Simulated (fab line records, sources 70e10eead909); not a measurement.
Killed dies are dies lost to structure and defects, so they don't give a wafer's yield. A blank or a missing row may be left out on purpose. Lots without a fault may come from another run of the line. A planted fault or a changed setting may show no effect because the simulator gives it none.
fab line records | flow nand_harc
record lots=24 wafers=72 last_day=34
route steps=1302 shown A_CONTACT@1079 A_BLC@1121
lots that met no fault: from a run of the same line without faults
start_h: hours from the record's first day to the start of the lot's first wafer shown | wait_h: hours since the lot's step before | " the same as in the row above | L1.1+2: a row that stands for several wafers | - no value, or no start given | * or withheld: withheld | < > ~ a bound
route shown NAME@n: a module of which the file shows steps, and the number in the route of the first | usual: mean/standard deviation of fault-free wafers | same: alike in all rows | chamber/n: place in a boat | sites: the reading at each site | _std_site: their standard deviation | _edge_site: outer sites' mean less inner sites' | radius_mm: how far each site lies from the wafer's centre | mask NAME#n: copy n | behind: the tool/chamber that last shaped the wafer | hold: why the lot was held/for how many hours/how that ended | device: the transistor (n, p or np) that didn't switch | end of line: the same wafers' tests at the end of the route | a step without rows: its recipe alone | killed: dies lost to structure and defects at the first sort, not the wafer's yield | map: a wafer's dies, x killed, . not, _ none there
set.NAME: the setting as run; set.NAME@STEP: as run at that earlier step | model.NAME: the simulator's own value behind a step, which no gauge read
steps of the route over a sample of lots; a table a step, a row a wafer
services: from which hour (start_h, from the record's first day; less than 0 if before it) a tool's chamber was out of use, for how many hours, and why
## steps
# step NHARC_A_CONTACT_OVL_MEAS_09
# usual overlay_x_nm=0.0/0.69 overlay_y_nm=-0.2/0.77
# columns lot.wafer tool chamber start_h wait_h overlay_x_nm overlay_y_nm
L074.1 overlay-02 - 514.70 - 0.7 -1.4
L074.2 " - " " 0.7 -1.0
L074.4 " - " " 1.2 -0.5
L075.1 overlay-02 - 520.78 - 0.6 -0.9
L075.2 " - " " 1.2 -0.4
L075.5 " - " " 0.7 -0.8
L076.1 overlay-01 - 522.51 - -0.3 0.6
L076.2 " - " " -0.3 0.4
L076.4 " - " " 0.1 0.8
L077.1 overlay-02 - 535.34 - -0.4 -0.8
L077.2 " - " " 0.3 -1.4
L077.4 " - " " -0.4 -0.3
L078.2 overlay-02 - 545.00 - -1.3 -0.3
L078.4 " - " " -0.9 -0.8
L078.5 " - " " -1.2 -0.4
L079.1 overlay-01 - 552.66 - 0.2 1.2
L079.2 " - " " 0.3 0.6
L079.4 " - " " 0.5 1.0
L080.2 overlay-02 - 569.38 - -0.9 -1.0
L080.3 " - " " -1.2 -2.1
L080.5 " - " " -0.7 -1.9
L081.4 overlay-01 - 586.81 - 0.5 -1.3
L081.5 " - " " 0.4 -0.7
L081.6 " - " " 1.0 -1.3
L083.2 overlay-01 - 599.55 - 0.0 0.1
L083.3 " - " " -0.9 -0.5
L083.5 " - " " 0.1 -0.5
L082.4 overlay-02 - 599.79 - 1.8 0.0
L082.5 " - " " 1.2 0.2
L082.6 " - " " 0.9 -0.1
L084.1 overlay-01 - 624.86 - 0.2 -0.8
L084.2 " - " " 0.5 -1.0
L084.6 " - " " 0.3 -0.7
L085.2 overlay-01 - 626.76 - -0.5 -1.1
L085.3 " - " " -0.1 -0.9
L085.6 " - " " -0.2 -0.9
L087.4 overlay-02 - 639.30 - -1.1 -0.2
L087.5 " - " " -0.9 0.0
L087.6 " - " " -0.5 -0.7
L088.2 overlay-01 - 641.25 - -0.7 1.2
L088.4 " - " " -1.0 2.0
L088.5 " - " " -1.4 1.5
L086.1 overlay-01 - 642.21 - -0.1 -0.8
L086.3 " - " " 0.2 -0.5
L086.4 " - " " 0.6 -0.9
L089.1 overlay-02 - 643.91 - 0.3 -1.2
L089.2 " - " " 0.1 -0.7
L089.4 " - " " 0.0 -0.7
L091.2 overlay-01 - 668.36 - -0.6 0.8
L091.3 " - " " -0.9 1.0
L091.6 " - " " -0.6 0.4
L090.1 overlay-02 - 670.17 - -0.3 -0.2
L090.3 " - " " -0.1 0.0
L090.4 " - " " -0.2 -0.1
L092.2 overlay-01 - 688.84 - -0.8 0.5
L092.3 " - " " -0.7 -0.2
L092.5 " - " " -0.1 -0.2
L093.2 overlay-01 - 693.81 - 0.1 0.1
L093.3 " - " " 0.1 -0.4
L093.6 " - " " 0.5 -0.4
L094.1 overlay-01 - 697.62 - 0.4 1.0
L094.3 " - " " 0.5 0.9
L094.4 " - " " 0.3 0.8
L095.2 overlay-01 - 715.26 - 0.6 -0.6
L095.4 " - " " -0.2 -0.5
L095.5 " - " " 0.5 -0.5
L096.2 overlay-02 - 715.92 - -0.5 0.1
L096.4 " - " " -0.6 -0.1
L096.6 " - " " -0.7 -0.5
L097.1 overlay-02 - 758.37 - 0.6 -0.2
L097.3 " - " " 0.9 -0.1
L097.5 " - " " 0.4 0.1
# step NHARC_A_CONTACT_ETCH_135
# recipe source_w=withheld pressure_mtorr=20 bias_v=1200 time_s=311 target_depth_a=19120 ar_flow_sccm=withheld c4f8_flow_sccm=withheld o2_flow_sccm=withheld chemistry=C4F8/O2/Ar
# columns lot.wafer tool chamber start_h wait_h rf_hours_counter_h
L074.2 har_cap_etch-02 0 516.84 0.2 89
L074.1 " 1 " " 89
L074.4 " 1 " " -
L075.2 har_cap_etch-02 0 522.28 0.2 90
L075.1 " 1 " " 90
L075.5 " 0 " " -
L076.1 har_cap_etch-01 0 523.93 0.2 2
L076.2 " 1 " " 2
L076.4 " 0 " " -
L077.2 har_cap_etch-03 0 536.80 0.2 52
L077.1 " 1 " " 52
L077.4 " 0 " " -
L078.2 har_cap_etch-03 0 546.47 0.2 53
L078.4 " 0 " " -
L078.5 " 1 " " -
L079.1 har_cap_etch-03 0 554.10 0.2 55
L079.2 " 1 " " 55
L079.4 " 0 " " -
L080.2 har_cap_etch-03 1 570.85 0.2 56
L080.3 " 0 " " -
L080.5 " 1 " " -
L081.4 har_cap_etch-01 0 588.37 0.2 -
L081.6 " 1 " " -
L081.5 " 0 " " -
L083.2 har_cap_etch-03 0 601.06 0.2 62
L083.3 " 1 " " -
L083.5 " 1 " " -
L082.4 har_cap_etch-03 0 602.72 0.2 -
L082.6 " 1 " " -
L082.5 " 0 " " -
L084.1 har_cap_etch-01 1 626.28 0.2 19
L084.2 " 0 " " 19
L084.6 " 1 " " -
L085.2 har_cap_etch-02 0 628.18 0.2 111
L085.3 " 1 " " -
L085.6 " 0 " " -
L087.4 har_cap_etch-01 1 640.81 0.2 -
L087.5 " 1 " " -
L087.6 " 0 " " -
L088.2 har_cap_etch-02 0 642.82 0.2 114
L088.4 " 1 " " -
L088.5 " 1 " " -
L086.1 har_cap_etch-03 1 643.68 0.2 72
L086.4 " 0 " " -
L086.3 " 1 " " -
L089.1 har_cap_etch-01 1 645.33 0.2 23
L089.2 " 0 " " 23
L089.4 " 1 " " -
L091.2 har_cap_etch-01 1 669.79 0.2 26
L091.3 " 1 " " -
L091.6 " 1 " " -
L090.1 har_cap_etch-02 1 671.63 0.2 119
L090.4 " 0 " " -
L090.3 " 1 " " -
L092.2 har_cap_etch-01 0 690.31 0.2 30
L092.3 " 1 " " -
L092.5 " 1 " " -
L093.2 har_cap_etch-03 1 695.37 0.2 82
L093.3 " 0 " " -
L093.6 " 0 " " -
L094.1 har_cap_etch-02 1 699.26 0.2 124
L094.4 " 1 " " -
L094.3 " 0 " " -
L095.2 har_cap_etch-03 1 717.29 0.2 85
L095.4 " 0 " " -
L095.5 " 0 " " -
L096.2 har_cap_etch-02 1 717.94 0.2 127
L096.4 " 0 " " -
L096.6 " 0 " " -
L097.1 har_cap_etch-01 0 759.83 0.2 41
L097.3 " 1 " " -
L097.5 " 1 " " -
# step NHARC_A_CONTACT_ETCH_137
# recipe source_w=withheld pressure_mtorr=20 bias_v=1200 time_s=311 target_depth_a=19120 ar_flow_sccm=withheld c4f8_flow_sccm=withheld o2_flow_sccm=withheld chemistry=C4F8/O2/Ar
# columns lot.wafer tool chamber start_h wait_h rf_hours_counter_h
L074.2 har_cap_etch-02 0 517.39 0.2 89
L074.1 " 1 " " 89
L074.4 " 1 " " -
L075.2 har_cap_etch-02 0 523.00 0.3 91
L075.1 " 1 " " 91
L075.5 " 0 " " -
L076.1 har_cap_etch-01 0 524.47 0.2 2
L076.2 " 1 " " 2
L076.4 " 0 " " -
L077.2 har_cap_etch-03 0 537.35 0.2 53
L077.1 " 1 " " 53
L077.4 " 0 " " -
L078.2 har_cap_etch-03 0 547.01 0.2 54
L078.4 " 0 " " -
L078.5 " 1 " " -
L079.1 har_cap_etch-03 0 554.65 0.2 55
L079.2 " 1 " " 55
L079.4 " 0 " " -
L080.2 har_cap_etch-03 1 571.39 0.2 57
L080.3 " 0 " " -
L080.5 " 1 " " -
L081.4 har_cap_etch-01 0 588.91 0.2 -
L081.6 " 1 " " -
L081.5 " 0 " " -
L083.2 har_cap_etch-03 0 601.61 0.2 62
L083.3 " 1 " " -
L083.5 " 1 " " -
L082.4 har_cap_etch-03 0 603.26 0.2 -
L082.6 " 1 " " -
L082.5 " 0 " " -
L084.1 har_cap_etch-01 1 626.82 0.2 19
L084.2 " 0 " " 19
L084.6 " 1 " " -
L085.2 har_cap_etch-02 0 628.73 0.2 111
L085.3 " 1 " " -
L085.6 " 0 " " -
L087.4 har_cap_etch-01 1 641.35 0.2 -
L087.5 " 1 " " -
L087.6 " 0 " " -
L088.2 har_cap_etch-02 0 643.55 0.3 115
L088.4 " 1 " " -
L088.5 " 1 " " -
L086.1 har_cap_etch-03 1 644.22 0.2 72
L086.4 " 0 " " -
L086.3 " 1 " " -
L089.1 har_cap_etch-01 1 645.87 0.2 24
L089.2 " 0 " " 24
L089.4 " 1 " " -
L091.2 har_cap_etch-01 1 670.33 0.2 27
L091.3 " 1 " " -
L091.6 " 1 " " -
L090.1 har_cap_etch-02 1 672.17 0.2 120
L090.4 " 0 " " -
L090.3 " 1 " " -
L092.2 har_cap_etch-01 0 690.86 0.2 30
L092.3 " 1 " " -
L092.5 " 1 " " -
L093.2 har_cap_etch-03 1 695.92 0.2 82
L093.3 " 0 " " -
L093.6 " 0 " " -
L094.1 har_cap_etch-02 1 699.79 0.2 125
L094.4 " 1 " " -
L094.3 " 0 " " -
L095.2 har_cap_etch-03 1 717.83 0.2 86
L095.4 " 0 " " -
L095.5 " 0 " " -
L096.2 har_cap_etch-02 1 718.48 0.2 128
L096.4 " 0 " " -
L096.6 " 0 " " -
L097.1 har_cap_etch-01 0 760.37 0.2 42
L097.3 " 1 " " -
L097.5 " 1 " " -
# step NHARC_A_CONTACT_ETCH_138
# recipe source_w=withheld pressure_mtorr=20 bias_v=1200 time_s=311 target_depth_a=19140 ar_flow_sccm=withheld c4f8_flow_sccm=withheld o2_flow_sccm=withheld chemistry=C4F8/O2/Ar
# columns lot.wafer tool chamber start_h wait_h rf_hours_counter_h
L074.2 har_cap_etch-02 0 517.66 0.2 89
L074.1 " 1 " " 89
L074.4 " 1 " " -
L075.2 har_cap_etch-02 0 523.36 0.3 91
L075.1 " 1 " " 91
L075.5 " 0 " " -
L076.1 har_cap_etch-01 0 524.74 0.2 3
L076.2 " 1 " " 3
L076.4 " 0 " " -
L077.2 har_cap_etch-03 0 537.62 0.2 53
L077.1 " 1 " " 53
L077.4 " 0 " " -
L078.2 har_cap_etch-03 0 547.29 0.2 54
L078.4 " 0 " " -
L078.5 " 1 " " -
L079.1 har_cap_etch-03 0 554.92 0.2 56
L079.2 " 1 " " 56
L079.4 " 0 " " -
L080.2 har_cap_etch-03 1 571.66 0.2 57
L080.3 " 0 " " -
L080.5 " 1 " " -
L081.4 har_cap_etch-01 0 589.18 0.2 -
L081.6 " 1 " " -
L081.5 " 0 " " -
L083.2 har_cap_etch-03 0 601.88 0.2 62
L083.3 " 1 " " -
L083.5 " 1 " " -
L082.4 har_cap_etch-03 0 603.53 0.2 -
L082.6 " 1 " " -
L082.5 " 0 " " -
L084.1 har_cap_etch-01 1 627.10 0.2 19
L084.2 " 0 " " 19
L084.6 " 1 " " -
L085.2 har_cap_etch-02 0 629.01 0.2 112
L085.3 " 1 " " -
L085.6 " 0 " " -
L087.4 har_cap_etch-01 1 641.62 0.2 -
L087.5 " 1 " " -
L087.6 " 0 " " -
L088.2 har_cap_etch-02 0 643.91 0.3 115
L088.4 " 1 " " -
L088.5 " 1 " " -
L086.1 har_cap_etch-03 1 644.50 0.2 73
L086.4 " 0 " " -
L086.3 " 1 " " -
L089.1 har_cap_etch-01 1 646.14 0.2 24
L089.2 " 0 " " 24
L089.4 " 1 " " -
L091.2 har_cap_etch-01 1 670.61 0.2 27
L091.3 " 1 " " -
L091.6 " 1 " " -
L090.1 har_cap_etch-02 1 672.44 0.2 120
L090.4 " 0 " " -
L090.3 " 1 " " -
L092.2 har_cap_etch-01 0 691.13 0.2 31
L092.3 " 1 " " -
L092.5 " 1 " " -
L093.2 har_cap_etch-03 1 696.19 0.2 83
L093.3 " 0 " " -
L093.6 " 0 " " -
L094.1 har_cap_etch-02 1 700.06 0.2 125
L094.4 " 1 " " -
L094.3 " 0 " " -
L095.2 har_cap_etch-03 1 718.10 0.2 86
L095.4 " 0 " " -
L095.5 " 0 " " -
L096.2 har_cap_etch-02 1 718.75 0.2 128
L096.4 " 0 " " -
L096.6 " 0 " " -
L097.1 har_cap_etch-01 0 760.64 0.2 42
L097.3 " 1 " " -
L097.5 " 1 " " -
# step NHARC_A_CONTACT_CD_MEAS_15
# usual cd_nm=190.0/0.63
# columns lot.wafer tool chamber start_h wait_h cd_nm
L074.1 cd_sem-03 - 518.70 - 190.3
L074.2 " - " " 191.1
L074.4 " - " " 191.0
L075.1 cd_sem-03 - 524.59 - 189.6
L075.2 " - " " 190.2
L075.5 " - " " 189.7
L076.1 cd_sem-03 - 525.79 - 191.0
L076.2 " - " " 191.3
L076.4 " - " " 191.3
L077.1 cd_sem-01 - 538.70 - 190.3
L077.2 " - " " 190.3
L077.4 " - " " 190.0
L078.2 cd_sem-01 - 548.51 - 188.8
L078.4 " - " " 189.9
L078.5 " - " " 189.5
L079.1 cd_sem-02 - 555.96 - 189.8
L079.2 " - " " 190.2
L079.4 " - " " 189.4
L080.2 cd_sem-03 - 572.67 - 188.7
L080.3 " - " " 190.1
L080.5 " - " " 189.6
L081.4 cd_sem-03 - 590.10 - 190.1
L081.5 " - " " 190.0
L081.6 " - " " 189.3
L083.2 cd_sem-01 - 602.89 - 190.8
L083.3 " - " " 190.1
L083.5 " - " " 190.8
L082.4 cd_sem-02 - 604.45 - 191.2
L082.5 " - " " 190.2
L082.6 " - " " 190.6
L084.1 cd_sem-03 - 628.15 - 189.7
L084.2 " - " " 189.9
L084.6 " - " " 190.2
L085.2 cd_sem-02 - 630.05 - 189.7
L085.3 " - " " 190.7
L085.6 " - " " 189.6
L087.4 cd_sem-01 - 642.59 - 189.6
L087.5 " - " " 189.8
L087.6 " - " " 190.3
L088.2 cd_sem-01 - 645.08 - 190.0
L088.4 " - " " 189.5
L088.5 " - " " 190.5
L086.1 cd_sem-01 - 645.49 - 189.6
L086.3 " - " " 189.4
L086.4 " - " " 190.0
L089.1 cd_sem-02 - 647.18 - 189.8
L089.2 " - " " 189.7
L089.4 " - " " 189.9
L091.2 cd_sem-03 - 671.66 - 190.1
L091.3 " - " " 189.8
L091.6 " - " " 190.0
L090.1 cd_sem-03 - 673.44 - 189.2
L090.3 " - " " 189.0
L090.4 " - " " 189.5
L092.2 cd_sem-01 - 692.13 - 190.7
L092.3 " - " " 189.8
L092.5 " - " " 190.2
L093.2 cd_sem-02 - 697.27 - 191.7
L093.3 " - " " 190.3
L093.6 " - " " 191.1
L094.1 cd_sem-01 - 701.14 - 190.4
L094.3 " - " " 190.2
L094.4 " - " " 190.1
L095.2 cd_sem-03 - 719.15 - 190.3
L095.4 " - " " 188.6
L095.5 " - " " 190.1
L096.2 cd_sem-01 - 719.76 - 190.2
L096.4 " - " " 189.7
L096.6 " - " " 189.5
L097.1 cd_sem-02 - 761.68 - 190.4
L097.3 " - " " 189.3
L097.5 " - " " 189.7
# step NHARC_A_BLC_ETCH_16
# recipe target_depth_a=390 over_etch_frac=0.3 time_s=65 ion_energy_ev=80 cf4_flow_sccm=150 ar_flow_sccm=0 rf_w=300 bias_w=100 chemistry=CF4
# usual drypump_motor_current_A=5.8/0.42 oes_product_au=0.998/0.013 rf_fwd_power_W=297.1/1.4 rf_vpp_V=151.4/1.3 showerhead_plenum_p_Torr=1.78/0.082 throttle_valve_pct=13.284/0.011
# columns lot.wafer tool chamber start_h wait_h drypump_motor_current_A oes_product_au rf_fwd_power_W rf_hours_counter_h rf_vpp_V showerhead_plenum_p_Torr throttle_valve_pct
L074.4 rie_diel-02 1 521.79 0.1 6.1 1.024 298.0 10 152.1 1.86 13.276
L074.2 " 3 " " 5.8 0.994 296.8 11 150.5 1.66 13.287
L074.1 " 0 " " 5.9 1.011 297.4 10 150.4 1.75 13.301
L075.2 rie_diel-02 0 527.84 0.1 5.9 0.996 298.0 11 149.8 1.75 13.281
L075.1 " 2 " " 5.2 0.979 299.5 10 153.1 1.88 13.299
L075.5 " 0 " " 5.9 1.003 298.4 - 151.8 1.75 13.279
L076.4 rie_diel-11 3 528.88 0.1 5.4 0.986 295.7 5 151.9 1.85 13.282
L076.2 " 0 " " 5.4 0.998 296.8 5 150.5 1.66 13.264
L076.1 " 1 " " 6.7 0.963 297.5 5 150.1 1.75 13.274
L077.1 rie_diel-11 1 541.78 0.1 6.7 0.973 294.6 7 149.5 1.75 13.261
L077.4 " 3 " " 5.4 0.981 297.0 6 151.5 1.85 13.282
L077.2 " 0 " " 5.4 0.993 298.1 6 150.8 1.66 13.292
L078.4 rie_diel-02 1 551.95 0.1 6.1 1.027 299.4 13 153.2 1.86 13.287
L078.2 " 0 " " 5.9 0.997 298.0 13 150.8 1.75 13.273
L078.5 " 2 " " 5.2 0.970 297.2 - 152.8 1.88 13.264
L079.4 rie_diel-02 2 559.25 0.1 5.2 0.985 298.4 13 153.4 1.88 13.298
L079.1 " 0 " " 5.9 0.996 298.3 14 152.0 1.75 13.270
L079.2 " 1 " " 6.1 1.014 299.5 13 152.2 1.86 13.290
L080.2 rie_diel-11 0 576.09 0.1 5.4 0.992 298.8 9 149.2 1.66 13.282
L080.3 " 1 " " 6.7 0.982 296.6 9 151.8 1.74 13.277
L080.5 " 0 " " 5.4 0.992 299.2 - 149.6 1.66 13.282
L081.4 rie_diel-02 2 593.31 0.1 5.2 0.989 298.6 1 151.9 1.88 13.283
L081.6 " 2 " " 5.3 0.998 298.5 - 152.8 1.88 13.290
L081.5 " 3 " " 5.8 0.990 292.8 - 148.4 1.66 13.285
L083.2 rie_diel-02 0 606.09 0.1 5.9 0.999 297.0 2 150.3 1.75 13.298
L083.3 " 1 " " 6.1 1.003 296.2 2 151.7 1.86 13.282
L083.5 " 0 " " 5.9 1.013 297.7 - 150.2 1.75 13.277
L082.4 rie_diel-02 1 607.67 0.1 6.1 1.007 297.6 2 151.5 1.86 13.280
L082.5 " 0 " " 5.9 1.014 296.2 - 150.4 1.75 13.300
L082.6 " 1 " " 6.2 1.005 297.8 - 151.7 1.86 13.262
L084.1 rie_diel-02 1 631.62 0.1 6.2 1.000 298.2 3 153.0 1.86 13.273
L084.2 " 2 " " 5.3 0.990 297.4 4 152.5 1.88 13.276
L084.6 " 0 " " 5.9 1.007 297.9 - 150.5 1.75 13.279
L085.2 rie_diel-11 2 633.15 0.1 5.9 1.005 296.8 1 151.9 1.81 13.282
L085.3 " 3 " " 5.5 1.003 295.6 1 152.1 1.85 13.276
L085.6 " 1 " " 6.7 0.976 295.9 - 150.1 1.74 13.281
L087.5 rie_diel-02 3 645.83 0.1 5.8 1.006 295.0 - 149.7 1.66 13.296
L087.4 " 0 " " 5.9 1.009 296.6 - 151.9 1.75 13.293
L087.6 " 2 " " 5.2 0.998 297.7 - 152.7 1.88 13.289
L088.2 rie_diel-11 1 648.16 0.1 6.7 0.979 296.4 2 149.2 1.74 13.275
L088.4 " 2 " " 5.9 1.013 296.8 2 152.1 1.81 13.286
L088.5 " 0 " " 5.4 0.986 298.1 - 150.1 1.66 13.273
L086.1 rie_diel-02 2 648.75 0.1 5.3 0.996 298.3 6 152.8 1.88 13.267
L086.3 " 3 " " 5.8 0.996 293.4 6 148.1 1.66 13.272
L086.4 " 3 " " 5.8 0.987 294.6 - 151.1 1.66 13.303
L089.2 rie_diel-11 3 650.27 0.1 5.4 1.004 296.2 2 150.5 1.85 13.300
L089.1 " 0 " " 5.4 0.998 298.8 1 150.0 1.66 13.287
L089.4 " 2 " " 5.9 1.022 295.6 3 152.1 1.81 13.308
L091.3 rie_diel-02 1 674.89 0.1 6.1 1.002 296.6 4 151.3 1.86 13.288
L091.2 " 2 " " 5.2 0.992 298.1 7 152.9 1.88 13.288
L091.6 " 0 " " 5.9 1.012 297.0 - 151.2 1.75 13.294
L090.1 rie_diel-02 0 676.65 0.1 5.9 1.004 299.9 8 150.9 1.75 13.271
L090.4 " 1 " " 6.1 1.004 297.6 5 152.0 1.86 13.287
L090.3 " 3 " " 5.8 0.999 295.6 8 151.5 1.66 13.283
L092.2 rie_diel-11 3 695.21 0.1 5.4 1.003 297.2 5 153.9 1.85 13.284
L092.3 " 0 " " 5.4 0.991 297.2 4 150.1 1.66 13.296
L092.5 " 2 " " 5.9 0.999 297.5 - 151.4 1.81 13.287
L093.2 rie_diel-07 2 700.36 0.1 5.5 1.003 296.8 10 151.3 1.71 13.270
L093.3 " 3 " " 5.8 0.988 297.4 10 150.3 1.71 13.261
L093.6 " 0 " " 5.0 1.033 298.2 - 149.3 1.67 13.278
L094.3 rie_diel-11 0 704.46 0.1 5.4 1.006 297.2 5 149.1 1.66 13.270
L094.1 " 1 " " 6.7 0.982 297.2 6 151.5 1.74 13.275
L094.4 " 3 " " 5.4 1.017 296.9 6 152.5 1.85 13.300
L095.2 rie_diel-11 0 722.35 0.1 5.4 1.000 297.8 6 149.4 1.66 13.283
L095.4 " 1 " " 6.6 0.971 297.9 7 149.6 1.74 13.277
L095.5 " 3 " " 5.4 1.009 296.5 - 153.3 1.85 13.288
L096.2 rie_diel-02 2 722.99 0.1 5.2 0.995 299.2 11 153.1 1.88 13.292
L096.4 " 3 " " 5.8 0.990 295.0 12 147.9 1.66 13.281
L096.6 " 1 " " 6.2 1.020 297.9 - 153.9 1.86 13.319
L097.1 rie_diel-02 2 764.82 0.1 5.2 0.988 298.3 1 153.4 1.88 13.281
L097.3 " 0 " " 5.9 1.005 297.5 1 149.5 1.74 13.291
L097.5 " 2 " " 5.2 0.983 297.4 - 151.1 1.88 13.271
## services
# columns tool chamber start_h hours kind
har_cap_etch-01 - 498.62 17.0 pm
har_cap_etch-01 0 498.62 17.1 vent_cycle
har_cap_etch-01 1 498.62 17.1 vent_cycle
rie_diel-02 0 500.70 - clean
rie_diel-07 0 521.78 16.0 repair
rie_diel-07 2 548.44 31.2 repair
rie_diel-02 0 568.53 3.7 repair
rie_diel-02 - 570.70 9.0 pm
rie_diel-11 - 609.50 9.0 pm
rie_diel-11 0 629.64 7.3 repair
har_cap_etch-03 - 634.63 0.1 repair
rie_diel-11 3 634.94 4.3 repair
rie_diel-02 1 638.88 25.5 repair
rie_diel-07 3 648.84 12.2 repair
rie_diel-07 - 650.83 9.0 pm
rie_diel-02 - 653.56 0.1 repair
rie_diel-11 2 672.49 4.3 repair
rie_diel-07 0 703.23 5.1 repair
rie_diel-11 3 741.95 20.5 repair
rie_diel-02 - 747.70 9.0 pm
har_cap_etch-02 - 754.00 17.0 pm
har_cap_etch-02 0 754.00 17.0 vent_cycle
har_cap_etch-02 1 754.00 17.0 vent_cycle
rie_diel-02 3 758.60 9.8 repair
## key
fault none
